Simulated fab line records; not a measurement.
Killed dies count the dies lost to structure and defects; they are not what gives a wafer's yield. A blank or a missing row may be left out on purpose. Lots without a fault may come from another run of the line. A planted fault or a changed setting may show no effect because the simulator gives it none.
Which tool was responsible? -- flow nandHarc -- 72 wafers from 24 lots sampled at 4 of the route's 1302 steps

WHAT THE GAUGES READ, wafer by wafer
NHARC_A_BLC_INSPECT_28.
lot,measured,on,rawDefectCount
L074,day 23 02:02,defectInspect-01,497 392 511
L075,day 23 02:37,defectInspect-01,386 541 429
L076,day 23 15:55,defectInspect-02,487 462 604
L077,day 23 18:08,defectInspect-01,446 465 629
L078,day 23 21:21,defectInspect-02,416 517 843
L079,day 24 03:57,defectInspect-02,810 488 450
L081,day 25 10:37,defectInspect-01,606 692 590
L080,day 25 16:57,defectInspect-01,749 812 631
L083,day 26 09:41,defectInspect-02,511 370 467
L082,day 26 17:52,defectInspect-01,973 505 533
L085,day 27 15:35,defectInspect-02,435 468 397
L086,day 27 18:43,defectInspect-01,366 573 401
L084,day 27 20:27,defectInspect-01,418 597 396
L087,day 28 04:21,defectInspect-02,387 606 500
L088,day 28 16:54,defectInspect-02,443 406 422
L089,day 28 18:06,defectInspect-02,515 427 465
L091,day 29 20:26,defectInspect-02,560 647 423
L092,day 30 03:52,defectInspect-02,449 488 442
L090,day 30 05:52,defectInspect-02,417 538 556
L093,day 30 10:19,defectInspect-01,422 514 460
L095,day 31 04:26,defectInspect-02,603 569 436
L094,day 31 05:29,defectInspect-02,339 532 338
L096,day 32 02:10,defectInspect-02,365 265 477
L097,day 32 10:27,defectInspect-01,505 618 674

TOOL THAT RAN EACH LOT (tool first, then ch and the chambers of the sampled wafers, then the start)
lot,NHARC_A_CONTACT_STRIP_26,NHARC_A_CONTACT_ALD_18,NHARC_A_CONTACT_CVD_19
L074,"rieDiel-12 ch 0,2, day 22 20:53 or earlier","aldMetal-03 ch 0,3, day 22 20:53","cvdW-01 ch 0,1, day 23 02:02 or earlier"
L075,"rieDiel-12 ch 2,3, day 22 21:31 or earlier","aldMetal-04 ch 0,2,3, day 22 21:31","cvdW-02 ch 0,1, day 23 02:37 or earlier"
L076,"rieDiel-09 ch 0,1,3, day 23 10:52 or earlier","aldMetal-03 ch 0,3, day 23 10:52","cvdW-01 ch 0,1, day 23 15:55 or earlier"
L077,"rieDiel-12 ch 0,2, day 23 12:50 or earlier","aldMetal-02 ch 0,1, day 23 12:50","cvdW-02 ch 0,1, day 23 18:08 or earlier"
L078,"rieDiel-12 ch 0,2,3, day 23 16:02 or earlier","aldMetal-02 ch 0,2,3, day 23 16:02","cvdW-02 ch 0,1, day 23 21:21 or earlier"
L079,"rieDiel-12 ch 0,1,2, day 23 22:49 or earlier","aldMetal-03 ch 1,2,3, day 23 22:49","cvdW-02 ch 0,1, day 24 03:57 or earlier"
L081,"rieDiel-12 ch 1,2,3, day 25 05:14 or earlier","aldMetal-02 ch 1,2, day 25 05:14","cvdW-01 ch 1, day 25 10:37 or earlier"
L080,"rieDiel-09 ch 2,3, day 25 11:51 or earlier","aldMetal-03 ch 0,2,3, day 25 11:51","cvdW-01 ch 0,1, day 25 16:57 or earlier"
L083,"rieDiel-12 ch 0,3, day 26 04:35 or earlier","aldMetal-03 ch 0,1,2, day 26 04:35","cvdW-01 ch 0,1, day 26 09:41 or earlier"
L082,"rieDiel-06 ch 0,1,3, day 26 12:12 or earlier","aldMetal-03 ch 1,2, day 26 12:12","cvdW-01 ch 0,1, day 26 17:52 or earlier"
L085,"rieDiel-12 ch 0,2, day 27 09:32 or earlier","aldMetal-03 ch 0,1, day 27 09:32","cvdW-01 ch 0,1, day 27 15:35 or earlier"
L086,"rieDiel-09 ch 0,3, day 27 13:45 or earlier","aldMetal-04 ch 1,2,3, day 27 13:45","cvdW-01 ch 0,1, day 27 18:43 or earlier"
L084,"rieDiel-09 ch 2,3, day 27 14:53 or earlier","aldMetal-03 ch 1,2,3, day 27 14:53","cvdW-01 ch 0,1, day 27 20:27 or earlier"
L087,"rieDiel-06 ch 0,2,3, day 27 23:17 or earlier","aldMetal-04 ch 0,1,3, day 27 23:17","cvdW-01 ch 0,1, day 28 04:21 or earlier"
L088,"rieDiel-12 ch 2,3, day 28 11:56 or earlier","aldMetal-03 ch 0,2,3, day 28 11:56","cvdW-01 ch 0,1, day 28 16:54 or earlier"
L089,"rieDiel-12 ch 0,1,3, day 28 12:59 or earlier","aldMetal-03 ch 1,2, day 28 12:59","cvdW-02 ch 0,1, day 28 18:06 or earlier"
L091,"rieDiel-12 ch 0,1,2, day 29 15:19 or earlier","aldMetal-03 ch 0,1,2, day 29 15:19","cvdW-01 ch 0,1, day 29 20:26 or earlier"
L092,"rieDiel-12 ch 0,1, day 29 22:46 or earlier","aldMetal-02 ch 0,1,2, day 29 22:46","cvdW-01 ch 0,1, day 30 03:52 or earlier"
L090,"rieDiel-06 ch 0,1,3, day 30 00:52 or earlier","aldMetal-04 ch 0,2,3, day 30 00:52","cvdW-02 ch 0,1, day 30 05:52 or earlier"
L093,"rieDiel-09 ch 0,2,3, day 30 05:02 or earlier","aldMetal-04 ch 0,3, day 30 05:02","cvdW-02 ch 0,1, day 30 10:19 or earlier"
L095,"rieDiel-12 ch 0,2,3, day 30 23:26 or earlier","aldMetal-03 ch 0,1,2, day 30 23:26","cvdW-02 ch 0,1, day 31 04:26 or earlier"
L094,"rieDiel-12 ch 2,3, day 31 00:18 or earlier","aldMetal-02 ch 0,1,2, day 31 00:18","cvdW-01 ch 0,1, day 31 05:29 or earlier"
L096,"rieDiel-12 ch 0,1,2, day 31 21:08 or earlier","aldMetal-03 ch 0,1, day 31 21:08","cvdW-02 ch 0,1, day 32 02:10 or earlier"
L097,"rieDiel-09 ch 0,2, day 32 05:25 or earlier","aldMetal-02 ch 0,1, day 32 05:25","cvdW-01 ch 0,1, day 32 10:27 or earlier"
- NHARC_A_CONTACT_STRIP_26: strips in O2.
- NHARC_A_CONTACT_ALD_18: deposits TiN, target thk 3 nm, pulse time 1 s, ald cycles 150.
- NHARC_A_CONTACT_CVD_19: deposits W, target thk 300 nm, time 802 s.

AS READ BY THE TOOLS THEMSELVES (means over the sampled wafers that have a number; for cases with no such wafer, the mark the record gives instead)
NHARC_A_CONTACT_STRIP_26.
lot,tool,drypumpMotorCurrentA (A),oesProductAu (a.u.),rfVppV (V),showerheadPlenumPTorr (Torr),throttleValvePct (%)
L074,rieDiel-12,5.4,1.002,57.5,3.48,17.036
L075,rieDiel-12,5.6,1.005,58.0,3.44,17.036
L076,rieDiel-09,5.9,1.001,57.4,3.43,17.036
L077,rieDiel-12,5.4,1.010,57.0,3.48,17.042
L078,rieDiel-12,5.7,1.001,57.0,3.46,17.036
L079,rieDiel-12,5.5,0.996,57.1,3.49,17.042
L081,rieDiel-12,5.8,1.003,57.0,3.46,17.039
L080,rieDiel-09,5.8,0.996,58.1,3.55,17.033
L083,rieDiel-12,6.2,1.000,57.1,3.46,17.038
L082,rieDiel-06,5.8,1.007,57.4,3.46,17.041
L085,rieDiel-12,5.4,1.000,57.5,3.47,17.031
L086,rieDiel-09,5.8,1.000,57.4,3.48,17.042
L084,rieDiel-09,5.8,1.001,57.4,3.52,17.039
L087,rieDiel-06,5.5,1.003,57.5,3.43,17.043
L088,rieDiel-12,6.0,1.001,57.7,3.43,17.039
L089,rieDiel-12,6.0,1.000,57.9,3.48,17.030
L091,rieDiel-12,5.4,1.005,58.2,3.47,17.043
L092,rieDiel-12,5.6,1.002,57.5,3.50,17.035
L090,rieDiel-06,5.8,1.004,56.9,3.45,17.039
L093,rieDiel-09,5.8,0.987,57.1,3.45,17.039
L095,rieDiel-12,5.7,1.001,57.5,3.44,17.037
L094,rieDiel-12,5.6,1.001,58.0,3.42,17.041
L096,rieDiel-12,5.5,0.998,57.7,3.47,17.033
L097,rieDiel-09,5.8,0.979,57.4,3.36,17.030

NHARC_A_CONTACT_ALD_18.
lot,tool,heaterPowerW (W),precursorPulseHeightRel
L074,aldMetal-03,1083,1.007
L075,aldMetal-04,1028,0.982
L076,aldMetal-03,1025,0.976
L077,aldMetal-02,864,1.009
L078,aldMetal-02,988,0.990
L079,aldMetal-03,1068,1.011
L081,aldMetal-02,1036,0.988
L080,aldMetal-03,1077,1.027
L083,aldMetal-03,1026,1.004
L082,aldMetal-03,1058,0.987
L085,aldMetal-03,991,1.018
L086,aldMetal-04,1136,0.995
L084,aldMetal-03,1071,1.014
L087,aldMetal-04,1075,0.972
L088,aldMetal-03,1066,1.003
L089,aldMetal-03,1079,0.998
L091,aldMetal-03,1032,0.999
L092,aldMetal-02,928,0.999
L090,aldMetal-04,1051,0.989
L093,aldMetal-04,984,1.041
L095,aldMetal-03,1035,1.025
L094,aldMetal-02,929,0.989
L096,aldMetal-03,987,0.989
L097,aldMetal-02,880,1.022

NHARC_A_CONTACT_CVD_19.
lot,tool,heaterPowerW (W),throttleValvePct (%)
L074,cvdW-01,492,8.1
L075,cvdW-02,453,7.8
L076,cvdW-01,499,8.0
L077,cvdW-02,448,7.8
L078,cvdW-02,455,7.7
L079,cvdW-02,455,7.7
L081,cvdW-01,491,7.7
L080,cvdW-01,494,7.8
L083,cvdW-01,487,8.2
L082,cvdW-01,490,7.9
L085,cvdW-01,482,8.0
L086,cvdW-01,490,7.9
L084,cvdW-01,489,8.0
L087,cvdW-01,480,8.2
L088,cvdW-01,487,8.0
L089,cvdW-02,448,7.9
L091,cvdW-01,493,8.3
L092,cvdW-01,489,8.1
L090,cvdW-02,441,7.9
L093,cvdW-02,458,8.0
L095,cvdW-02,449,7.8
L094,cvdW-01,495,8.2
L096,cvdW-02,457,7.8
L097,cvdW-01,475,8.0

THE ANSWER, worked out from the rows above alone
Rule: usual is defined by the lots themselves. The widest of any qualifying gaps counts: lots, ordered by their means at a reading, are off when they make up no more than a third of the lots, leave a main group of 4 or more, and stand apart from it by 3 or more times the standard deviation of that group's means. If all means in a main group match to the digits the tables above print for the reading, that group is not used. A lot without any number at a reading at which 4 lots or more have one is off too. All remaining lots with rows at the step are treated as sound. First the gauges in route order, then the tools' own readings, where a lot's mean is used as printed above. The first step at which some lot is off is used, and at that step the reading that is off furthest; a lot without a number counts as furthest.
Across all readings shown, no lot is off: no conclusion can be drawn from this.

WHAT HAD BEEN PUT IN BY THE SIMULATOR
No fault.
